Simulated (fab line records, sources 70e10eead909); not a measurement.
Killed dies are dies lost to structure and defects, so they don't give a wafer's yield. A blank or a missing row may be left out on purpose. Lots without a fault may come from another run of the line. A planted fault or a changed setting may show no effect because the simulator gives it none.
A struck lot beside a sound one | flow nand_harc | 13 steps out of a route of 1302
Sound: wafers L371.2, L371.4, L371.5. Struck: wafers L374.3, L374.4, L374.6. The cause comes at the end.
At each step with rows: each side's tool, then ch and its chambers, then its first start. Under that, the readings that differ: sound wafers | struck wafers | difference of the means | sigmas: that difference in standard deviations of wafers without a fault.
alike: readings whose means differ by less than 2 such deviations, and words and numbers that are the same on both sides. not compared: withheld readings, readings that some wafer has no value for, bounds like >300 that may hide the same value, and numbers for which the record gives no deviation and whose values overlap.
The two part at a step that has a row with sigmas, a row that says differs or no value, or rows on one side only. Numbers that don't overlap but have no deviation are shown without sigmas and don't part them. A reading that every wafer of one side lacks parts them only if that side has two wafers or more.

first, 2 steps without rows for these wafers: NHARC_A_SLIT_PRECLEAN_19 (cleans in SC1); NHARC_A_SLIT_SRD_20.
NHARC_A_SLIT_CD_MEAS_21:
  sound on cd_sem-02, day 20 20:14; struck on cd_sem-03, day 21 13:23
  alike: cd_nm
then, 3 steps without rows for these wafers: NHARC_A_SIN_REMOVE_WET_00 (chemistry H3PO4, time 15300 s); NHARC_A_SIN_REMOVE_PRECLEAN_01 (cleans in SC1); NHARC_A_SIN_REMOVE_SRD_02.
NHARC_A_SIN_REMOVE_INSPECT_04:
  sound on defect_inspect-01, day 21 03:28; struck on defect_inspect-02, day 21 19:57
  alike: raw_defect_count
NHARC_A_WL_FILL_ALD_00: deposits Al2O3, target thk 3 nm, pulse time 3 s, ald cycles 30.
  sound on ald_hk-03 ch 1,2,3, day 21 03:35; struck on ald_hk-03 ch 1,3, day 21 20:02
  alike: heater_power_w, precursor_pulse_height_rel
NHARC_A_WL_FILL_RTA_01: time 5 s.
  sound on rtp_anneal-02 ch 0, day 21 03:49; struck on rtp_anneal-02 ch 0, day 21 20:20
  alike: lamp_power_pct, wafer_temp_C_max
NHARC_A_WL_FILL_ALD_02: deposits TiN, target thk 2 nm, pulse time 3 s, ald cycles 100.
  sound on ald_metal-01 ch 2,3, day 21 04:01; struck on ald_metal-03 ch 1,2,3, day 21 20:34
  alike: heater_power_w, precursor_pulse_height_rel
NHARC_A_WL_FILL_CVD_03: deposits W, target thk 40 nm, time 279 s.
  sound on cvd_w-02 ch 0, day 21 04:30; struck on cvd_w-01 ch 0,1, day 21 21:02
  no value came back on the struck wafers for any of 5 readings (chamber_pressure_Torr (Torr), heater_power_outer_w (W) and others); on the sound wafers chamber_pressure_Torr (Torr) reads 39.96 39.92 39.99
NHARC_A_WL_FILL_ETCHBACK_04: etches the open film in NF3, target depth 60 nm, time 120 s.
  sound on rie_metal-01 ch 0,1, day 21 04:51; struck on rie_metal-02 ch 0,1, day 21 21:22
  alike: drypump_motor_current_A, oes_product_au
  not compared: rf_hours_counter_h
-- the record jumps here: 4 days lie between the struck wafers' starts before and after (it left off in module A_WL_FILL and takes up again in module END, whose first step shown is number 1302 of the route) --
NHARC_END_SORT_01:
  the record has rows for the struck wafers here (prober-01 ch 0, day 25 20:13) and none for the sound ones

WHERE THEY PART
First at NHARC_A_WL_FILL_CVD_03; last, within this record, at NHARC_END_SORT_01.

WHY: what the simulator had put in
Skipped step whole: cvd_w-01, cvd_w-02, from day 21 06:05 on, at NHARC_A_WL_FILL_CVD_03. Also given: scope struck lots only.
